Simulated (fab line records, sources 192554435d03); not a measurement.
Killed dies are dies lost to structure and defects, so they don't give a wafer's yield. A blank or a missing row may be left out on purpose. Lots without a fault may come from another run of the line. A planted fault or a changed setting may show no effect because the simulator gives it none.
A struck lot beside a sound one | flow n5_finfet | 25 steps out of a route of 1938
Sound: wafers L827.1, L827.2, L827.4. Struck: wafers L835.1, L835.2, L835.5. The cause comes at the end.
At each step with rows: each side's tool, then ch and its chambers, then its first start. Under that, the readings that differ: sound wafers | struck wafers | difference of the means | sigmas: that difference in standard deviations of wafers without a fault.
alike: readings whose means differ by less than 2 such deviations, and words and numbers that are the same on both sides. not compared: withheld readings, readings that some wafer has no value for, bounds like >300 that may hide the same value, and numbers for which the record gives no deviation and whose values overlap.
The two part at a step that has a row with sigmas, a row that says differs or no value, or rows on one side only. Numbers that don't overlap but have no deviation are shown without sigmas and don't part them. A reading that every wafer of one side lacks parts them only if that side has two wafers or more.

N5_HKMG_FIN_ALD_79: deposits TiN, target thk 1.5 nm, pulse time 1 s, purge time 3 s.
  sound on ald_metal-03 ch 0,1,2, day 5 20:04; struck on ald_metal-04 ch 0,1,2, day 7 20:53
  alike: heater_power_w, precursor_pulse_height_rel
then, 6 steps without rows for these wafers: N5_HKMG_FIN_CVD_62 (deposits a-Si from Si2H6, target thk 3 nm, time 20.8 s); N5_HKMG_FIN_RTA_80 (time 2 s); N5_HKMG_FIN_PRECLEAN_64 (cleans in dHF, time 30 s); N5_HKMG_FIN_WET_ETCH_65 (etches a-Si in TMAH, stops on TiN, time 49 s, target depth 3 nm); N5_HKMG_FIN_WET_ETCH_81 (etches TiN in SC1, stops on HfO2, time 57 s, target depth 6 nm); N5_HKMG_FIN_WET_ETCH_82 (etches La2O3 in dHCl, stops on HfO2, target depth 2 nm, rinse time 30 s).
N5_HKMG_FIN_ALD_36: deposits TiN, target thk 1 nm, pulse time 1 s, purge time 3 s.
  sound on ald_metal-03 ch 1,2,3, day 5 20:49; struck on ald_metal-03 ch 1,2,3, day 7 21:42
  alike: heater_power_w, precursor_pulse_height_rel
N5_HKMG_FIN_THK_MEAS_70: measures by xrf.
  sound on film_metro-01, day 5 21:06; struck on film_metro-01, day 7 22:17
  alike: HK_THK
N5_HKMG_FIN_PWFM_ALD_03: deposits TiN, target thk 2 nm, pulse time 1 s, purge time 3 s.
  sound on ald_metal-03 ch 1,2,3, day 5 21:08; struck on ald_metal-02 ch 0,1,3, day 7 22:19
  alike: heater_power_w, precursor_pulse_height_rel
then, 2 steps without rows for these wafers: N5_HKMG_FIN_COAT_29 (time 60 s, resist thk 300 nm); N5_HKMG_FIN_COAT_30 (time 60 s, resist thk 35 nm).
N5_HKMG_FIN_COAT_06: resist thk 90 nm.
  sound on litho_track-01 ch 0, day 5 21:37; struck on litho_track-01 ch 0, day 7 22:47
  reading                                       | sound                | struck               | difference | sigmas
  spin_speed_rpm (rpm)                          | 1501.2 1499.8 1500.3 | 1385.3 1384.2 1383.7 | -116.0     | -99 or more
  model.CAR-ArF_of_HKMG_FIN_COAT_06.thk_nm (nm) | 90.4 90.4 90.2       | 94 94 94             | +4         |
  alike: dispense_pressure_kPa
then, 5 steps without rows for these wafers: N5_HKMG_FIN_EBR_08; N5_HKMG_FIN_SOFTBAKE_07 (time 60 s); N5_HKMG_FIN_EXPOSE_09 (exposes mask NWFM); N5_HKMG_FIN_PEB_10 (peb time 60 s); N5_HKMG_FIN_DEVELOP_11 (develop time 30 s).
N5_HKMG_FIN_CD_MEAS_12: target cd 92.8 nm.
  sound on cd_sem-02 ch 0, day 5 21:51; struck on cd_sem-03 ch 0, day 7 23:09
  alike: cd_nm
N5_HKMG_FIN_OVL_MEAS_13:
  sound on overlay-02 ch 0, day 5 21:53; struck on overlay-02 ch 0, day 7 23:11
  alike: NWFM_OVL
N5_HKMG_FIN_INSPECT_14: inspects for defects (macro).
  sound on defect_inspect-01, day 5 21:55; struck on defect_inspect-01, day 7 23:13
  alike: raw_defect_count
N5_HKMG_FIN_DESCUM_17: chemistry O2, time 7.9 s.
  sound on rie_diel-05 ch 0,2,3, day 5 21:56; struck on rie_diel-05 ch 1,3, day 7 23:14
  alike: drypump_motor_current_A, oes_product_au, rf_vpp_V, showerhead_plenum_p_Torr, throttle_valve_pct
  not compared: rf_hours_counter_h
N5_HKMG_FIN_ETCH_31: etches SiARC in CF4, target depth 45.5 nm, time 75.8 s.
  sound on rie_diel-05 ch 0,2,3, day 5 21:59; struck on rie_diel-05 ch 1,3, day 7 23:17
  reading                                       | sound          | struck     | difference | sigmas
  model.CAR-ArF_of_HKMG_FIN_COAT_06.thk_nm (nm) | 51.2 51.2 51.2 | 55 54.8 55 | +4         |
  alike: bias_w, drypump_motor_current_A, etch_rf_on_time_s, mfc_ar_sccm, oes_product_au, rf_vpp_V, showerhead_plenum_p_Torr, throttle_valve_pct
  not compared: rf_hours_counter_h
N5_HKMG_FIN_ETCH_32: etches SOC in N2/H2, target depth 240 nm, time 300 s.
  sound on rie_diel-05 ch 0,2,3, day 5 22:02; struck on rie_diel-05 ch 1,3, day 7 23:20
  alike: bias_w, drypump_motor_current_A, oes_product_au, rf_vpp_V, showerhead_plenum_p_Torr, throttle_valve_pct
  not compared: rf_hours_counter_h
-- the record jumps here: 6 days lie between the struck wafers' starts before and after (it left off in module HKMG_FIN and takes up again in module BEOL_M4, whose first step shown is number 1111 of the route) --
N5_BEOL_M4_RC_MEAS_101:
  sound on prober-02 ch 0, day 9 09:44; struck on prober-02 ch 0, day 13 19:15
  alike: DIBL_N, DIBL_P, IOFF_N, IOFF_P, ION_N, ION_P, SS_N, SS_P, VT_N, VT_P

WHERE THEY PART
Only at N5_HKMG_FIN_COAT_06, within this record. Later steps at which nothing parts them and some readings are alike: N5_HKMG_FIN_CD_MEAS_12, N5_HKMG_FIN_OVL_MEAS_13, N5_HKMG_FIN_INSPECT_14, N5_HKMG_FIN_DESCUM_17, N5_HKMG_FIN_ETCH_31, N5_HKMG_FIN_ETCH_32, N5_BEOL_M4_RC_MEAS_101.

WHY: what the simulator had put in
Process parameter drift: litho_track-01, from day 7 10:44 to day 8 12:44, at N5_HKMG_FIN_COAT_06. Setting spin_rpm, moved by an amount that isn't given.
